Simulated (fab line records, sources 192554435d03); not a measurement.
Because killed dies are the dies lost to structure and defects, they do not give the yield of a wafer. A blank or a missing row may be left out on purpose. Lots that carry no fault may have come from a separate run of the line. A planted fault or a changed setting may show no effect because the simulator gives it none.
Chamber matching ; flow n5Finfet ; N5_BEOL_M3_CO_CAP_55 on cvdCo-02: 3 sister chambers
The step material Co, precursor CCTBA/H2, target thk 2 nm, time 102.1 s. 3 wafers are shown with their chamber, then 7 later ones without.

## WAFERS WITH THEIR CHAMBER
wafer;chamber;runLengthS (s)
L898.5;2;125.0
L901.1;0;125.7
L901.2;1;124.1

## WAFERS WHOSE CHAMBER IS MISSING
wafer;runLengthS (s)
L901.5;125.4
L902.3;124.8
L902.4;125.8
L902.6;124.3
L903.3;125.2
L903.4;124.0
L903.5;124.8

## EACH ONE'S CHAMBER
wafer;from the rows above;in truth
L901.5;can't be placed: 0 or 2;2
L902.3;2;2
L902.4;0;0
L902.6;1;1
L903.3;can't be placed: 2 or 0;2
L903.4;1;1
L903.5;2;2
Correctly placed: 5 of 7. These rows do not allow placing 2 (true chamber among the candidates in 2). 0 placed wrongly.
How it was worked out, from the rows above alone: a wafer's distance from a chamber is the root of the sum, over the readings, of the square of ((its reading less the chamber's mean) divided by the reading's scatter). If the next closest chamber is less than 2 further off than the closest, the wafer can't be placed; otherwise it belongs to the closest. The mean given for a chamber averages the wafers shown for that chamber. The scatter: with one shown wafer a chamber, the root of the mean of the squares of how far each hidden wafer lies from its nearest shown one.
